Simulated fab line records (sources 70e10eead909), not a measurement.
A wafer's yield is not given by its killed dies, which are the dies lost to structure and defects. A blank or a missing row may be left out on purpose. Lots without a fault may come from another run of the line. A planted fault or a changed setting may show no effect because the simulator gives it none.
Which tool did it? | flow nandHarc | 36 wafers from 13 lots sampled at 5 of the route's 1159 steps

## WHAT EACH GAUGE READ, for each wafer
NHARC_END_SORT_01. Usual: killedAtArray 26, standard deviation 9.1; killedAtOther 0.7, standard deviation 0.9; killedAtPeriphery 3.6, standard deviation 2.8; killedDies 30, standard deviation 9.2; killedOpen 3.0, standard deviation 1.9; killedShort 2.0, standard deviation 1.4.
lot  | measured     | on        | killedAtArray | killedAtOther | killedAtPeriphery | killedDies | killedOpen | killedShort | flag
L983 | day 20 12:47 | prober-01 | 25 18 23      | 0 0 0         | 5 7 6             | 30 25 29   | 4 2 0      | 3 2 3       | 
L987 | day 21 01:45 | prober-01 | 16 16         | 2 0           | 3 4               | 21 20      | 0 2        | 2 2         | 
L989 | day 21 17:14 | prober-01 | 22 30         | 0 3           | 2 3               | 24 36      | 3 3        | 0 3         | 
L992 | day 23 11:47 | prober-02 | 40            | 1             | 4                 | 45         | 4          | 1           | 
L999 | day 24 09:38 | prober-02 | 29 25 28      | 0 0 1         | 4 0 2             | 33 25 31   | 5 3 3      | 4 0 2       | 
L998 | day 24 01:55 | prober-02 | 29 32 36      | 1 1 0         | 0 2 4             | 30 35 40   | 3 2 4      | 1 4 2       | 

## WHICH TOOL RAN EACH LOT (tool, then ch and the chambers of the sampled wafers, then the start)
lot  | NHARC_A_SLIT_ETCH_26            | NHARC_A_SLIT_STRIP_18                        | NHARC_A_WL_FILL_ETCHBACK_26     | NHARC_A_WL_FILL_CMP_12
L985 | harEtch-01 ch 0,1, day 15 02:02 | rieDiel-13 ch 2,3, day 16 07:34 or earlier   | rieSi-02 ch 0,1,3, day 16 07:34 | cmp-01 ch 2,3, day 16 14:57
L984 | harEtch-02 ch 0,1, day 15 02:56 | rieDiel-13 ch 0,1,3, day 16 07:32 or earlier | rieSi-05 ch 0,2,3, day 16 07:32 | cmp-04 ch 1,2,3, day 16 14:24
L983 | harEtch-01 ch 0,1, day 15 17:13 | rieDiel-12 ch 2,3, day 16 23:02 or earlier   | rieSi-02 ch 1,2,3, day 16 23:02 | cmp-01 ch 0,3, day 17 10:43
L991 | harEtch-02 ch 0,1, day 16 09:53 | rieDiel-09 ch 0,1,2, day 17 14:46 or earlier | rieSi-05 ch 0,1,3, day 17 14:46 | cmp-01 ch 0,3, day 17 20:14
L987 | harEtch-01 ch 0,1, day 16 11:14 | rieDiel-12 ch 1,2, day 17 19:47 or earlier   | rieSi-05 ch 0,3, day 17 19:47   | cmp-04 ch 0,3, day 18 02:08
L989 | harEtch-01 ch 0,1, day 16 18:44 | rieDiel-09 ch 1,3, day 18 05:05 or earlier   | rieSi-05 ch 0,3, day 18 05:05   | cmp-02 ch 1,3, day 18 10:40
L992 | harEtch-02 ch 0,1, day 18 04:50 | rieDiel-09 ch 1,3, day 19 10:40 or earlier   | rieSi-05 ch 0,1, day 19 10:40   | cmp-01 ch 0,2, day 19 16:11
L999 | harEtch-01 ch 0,1, day 18 12:31 | rieDiel-13 ch 0,2,3, day 19 20:14 or earlier | rieSi-02 ch 0,1, day 19 20:14   | cmp-02 ch 0,1,3, day 20 05:56
L998 | harEtch-02 ch 0,1, day 18 14:29 | rieDiel-13 ch 1,2,3, day 19 20:13 or earlier | rieSi-03 ch 0,2,3, day 19 20:13 | cmp-04 ch 0,1,2, day 20 01:46
L996 | harEtch-01 ch 0,1, day 18 16:04 | rieDiel-12 ch 1,3, day 20 01:35 or earlier   | rieSi-02 ch 0,1,2, day 20 01:35 | cmp-02 ch 0,1,2, day 20 14:28
L101 | harEtch-01 ch 0,1, day 19 13:06 | rieDiel-13 ch 1,2,3, day 20 20:01 or earlier | rieSi-02 ch 1,3, day 20 20:01   | cmp-02 ch 1,2,3, day 21 04:47
L103 | harEtch-01 ch 0,1, day 19 14:45 | rieDiel-09 ch 1,2,3, day 20 23:10 or earlier | rieSi-02 ch 0,1,3, day 20 23:10 | cmp-01 ch 2,3, day 21 14:16
L104 | harEtch-02 ch 0,1, day 20 08:07 | rieDiel-12 ch 1,3, day 21 12:43 or earlier   | rieSi-03 ch 0,2, day 21 12:43   | cmp-02 ch 1,2,3, day 21 21:59
- NHARC_A_SLIT_ETCH_26: etches the open film in C4F8/O2/Ar, time 90 s, target depth 400 nm.
- NHARC_A_SLIT_STRIP_18: strips in O2.
- NHARC_A_WL_FILL_ETCHBACK_26: etches the open film in HBr, target depth 52 nm, time 13.3 s.
- NHARC_A_WL_FILL_CMP_12: polishes, t overpolish 30 s, target thk 75 nm.

## AS READ BY THE TOOLS THEMSELVES (means over the sampled wafers that have a number; for cases with no such wafer, the mark the record gives instead)
NHARC_A_SLIT_ETCH_26. Usual: drypumpMotorCurrentA 5.9 A, standard deviation 0.51; escClampCurrentUA 0.0214, standard deviation 0.00051; showerheadPlenumPTorr 3.74 Torr, standard deviation 0.12; throttleValvePct 27.619 %, standard deviation 0.0084.
lot  | tool       | drypumpMotorCurrentA (A) | escClampCurrentUA | showerheadPlenumPTorr (Torr) | throttleValvePct (%) | flag
L985 | harEtch-01 | 5.8                      | 0.0211            | 3.80                         | 27.617               | 
L984 | harEtch-02 | 5.7                      | 0.0217            | 3.76                         | 27.617               | 
L983 | harEtch-01 | 6.2                      | 0.0214            | 3.76                         | 27.612               | 
L991 | harEtch-02 | 5.6                      | 0.0217            | 3.64                         | 27.621               | 
L987 | harEtch-01 | 6.0                      | 0.0212            | 3.78                         | 27.620               | 
L989 | harEtch-01 | 6.0                      | 0.0212            | 3.77                         | 27.624               | 
L992 | harEtch-02 | 5.7                      | 0.0217            | 3.68                         | 27.623               | 
L999 | harEtch-01 | 5.9                      | 0.0211            | 3.78                         | 27.620               | 
L998 | harEtch-02 | 5.6                      | 0.0218            | 3.62                         | 27.626               | 
L996 | harEtch-01 | 5.8                      | 0.0210            | 3.78                         | 27.607               | 
L101 | harEtch-01 | 6.2                      | 0.0215            | 3.74                         | 27.617               | 
L103 | harEtch-01 | 5.9                      | 0.0211            | 3.78                         | 27.633               | 
L104 | harEtch-02 | 5.7                      | 0.0218            | 3.73                         | 27.622               | 

NHARC_A_SLIT_STRIP_18. Usual: drypumpMotorCurrentA 5.80 A, standard deviation 0.27; oesProductAu 1.005 a.u., standard deviation 0.011; rfVppV 57.9 V, standard deviation 0.88; showerheadPlenumPTorr 3.56 Torr, standard deviation 0.13; throttleValvePct 17.037 %, standard deviation 0.0091.
lot  | tool       | drypumpMotorCurrentA (A) | oesProductAu (a.u.) | rfVppV (V) | showerheadPlenumPTorr (Torr) | throttleValvePct (%) | flag
L985 | rieDiel-13 | 5.63                     | 1.009               | 58.0       | 3.60                         | 17.036               | 
L984 | rieDiel-13 | 5.83                     | 1.011               | 57.1       | 3.53                         | 17.038               | 
L983 | rieDiel-12 | 5.78                     | 1.009               | 57.9       | 3.61                         | 17.042               | 
L991 | rieDiel-09 | 5.78                     | 0.997               | 57.3       | 3.55                         | 17.038               | 
L987 | rieDiel-12 | 6.17                     | 1.012               | 57.0       | 3.42                         | 17.039               | 
L989 | rieDiel-09 | 5.80                     | 0.998               | 57.9       | 3.62                         | 17.029               | 
L992 | rieDiel-09 | 5.79                     | 1.008               | 57.3       | 3.62                         | 17.035               | 
L999 | rieDiel-13 | 5.77                     | 0.998               | 57.7       | 3.58                         | 17.033               | 
L998 | rieDiel-13 | 5.70                     | 1.008               | 57.5       | 3.54                         | 17.032               | 
L996 | rieDiel-12 | 6.02                     | 0.992               | 57.7       | 3.44                         | 17.039               | 
L101 | rieDiel-13 | 5.68                     | 1.005               | 57.8       | 3.54                         | 17.026               | 
L103 | rieDiel-09 | 5.89                     | 1.002               | 57.4       | 3.64                         | 17.041               | 
L104 | rieDiel-12 | 5.80                     | 1.012               | 58.3       | 3.55                         | 17.040               | 

NHARC_A_WL_FILL_ETCHBACK_26. Usual: drypumpMotorCurrentA 5.9 A, standard deviation 0.45; hbrFlowSccm 150.0 sccm, standard deviation 0.46; oesProductAu 1.000 a.u., standard deviation 0.013; throttleValvePct 23.264 %, standard deviation 0.0095.
lot  | tool     | drypumpMotorCurrentA (A) | hbrFlowSccm (sccm) | oesProductAu (a.u.) | throttleValvePct (%) | flag
L985 | rieSi-02 | 5.6                      | 149.5              | 1.012               | 23.270               | 
L984 | rieSi-05 | 6.1                      | 149.6              | 1.000               | 23.259               | 
L983 | rieSi-02 | 6.0                      | 150.0              | 1.011               | 23.264               | 
L991 | rieSi-05 | 6.1                      | 150.0              | 0.992               | 23.268               | 
L987 | rieSi-05 | 6.1                      | 149.9              | 0.941               | 23.276               | OFF
L989 | rieSi-05 | 6.2                      | 149.7              | 0.937               | 23.262               | OFF
L992 | rieSi-05 | 6.0                      | 150.1              | 0.953               | 23.268               | OFF
L999 | rieSi-02 | 5.5                      | 150.0              | 1.012               | 23.262               | 
L998 | rieSi-03 | 5.6                      | 149.6              | 0.995               | 23.265               | 
L996 | rieSi-02 | 5.9                      | 150.4              | 1.023               | 23.265               | 
L101 | rieSi-02 | 5.9                      | 149.8              | 1.014               | 23.265               | 
L103 | rieSi-02 | 5.6                      | 150.1              | 1.006               | 23.263               | 
L104 | rieSi-03 | 5.2                      | 150.5              | 0.988               | 23.275               | 

NHARC_A_WL_FILL_CMP_12. Usual: motorCurrentA 12.0 A, standard deviation 1.1; overpolishRunS 30.001 s, standard deviation 0.0091; timeToEndpointS 13.1 s, standard deviation 2.9.
lot  | tool   | motorCurrentA (A) | overpolishRunS (s) | timeToEndpointS (s) | flag
L985 | cmp-01 | 11.5              | 30.004             | 9.4                 | 
L984 | cmp-04 | 12.9              | 30.004             | 10.6                | 
L983 | cmp-01 | 10.7              | 29.999             | 12.2                | 
L991 | cmp-01 | 10.6              | 30.002             | 16.6                | 
L987 | cmp-04 | 11.2              | 30.001             | 10.7                | 
L989 | cmp-02 | 12.8              | 30.007             | 15.5                | 
L992 | cmp-01 | 11.4              | 30.013             | 14.9                | 
L999 | cmp-02 | 12.3              | 30.003             | 15.4                | 
L998 | cmp-04 | 12.7              | 30.002             | 12.7                | 
L996 | cmp-02 | 12.2              | 30.006             | 11.5                | 
L101 | cmp-02 | 12.5              | 29.993             | 14.1                | 
L103 | cmp-01 | 11.1              | 30.005             | 11.1                | 
L104 | cmp-02 | 12.6              | 30.005             | 16.6                | 

## THE ANSWER, worked out from the rows above alone
Rule: lot off if the mean of its wafers having a number is beyond 3 standard deviations from the usual mean. A lot without any number at a reading at which 4 lots or more have one is off too. All remaining lots with rows at the step are treated as sound. The gauges are gone through in route order, then the tools' own readings, and for those a lot's mean is taken as printed above. The first step at which some lot is off is used, and at that step the reading that is off furthest; a lot without a number counts as furthest.
Off, at NHARC_A_WL_FILL_ETCHBACK_26 on oesProductAu: L987, L989, L992.
If a tool, at that step or one of the process steps before it, ran each lot that is off and ran no sound lot following the first of them, it fits. NHARC_A_SLIT_STRIP_18: start missing for some lots; hours and lot order therefore follow NHARC_A_WL_FILL_ETCHBACK_26. One fits: NHARC_A_WL_FILL_ETCHBACK_26 on rieSi-05. A fault onset in the window from L991 (day 17 14:46, its last sound lot) to L987 (day 17 19:47, its first lot off) fits.
On the lots that are off, the tool's own readings at NHARC_A_WL_FILL_ETCHBACK_26 differ by more than 5 times the standard deviation of the sound lots' means, which bears it out; oesProductAu reads 0.944 a.u. there versus 1.005 a.u. on the sound lots.

## WHAT THE SIMULATOR HAD PUT IN
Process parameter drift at NHARC_A_WL_FILL_ETCHBACK_26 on rieSi-05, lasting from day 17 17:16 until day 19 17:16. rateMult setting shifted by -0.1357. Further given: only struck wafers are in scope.
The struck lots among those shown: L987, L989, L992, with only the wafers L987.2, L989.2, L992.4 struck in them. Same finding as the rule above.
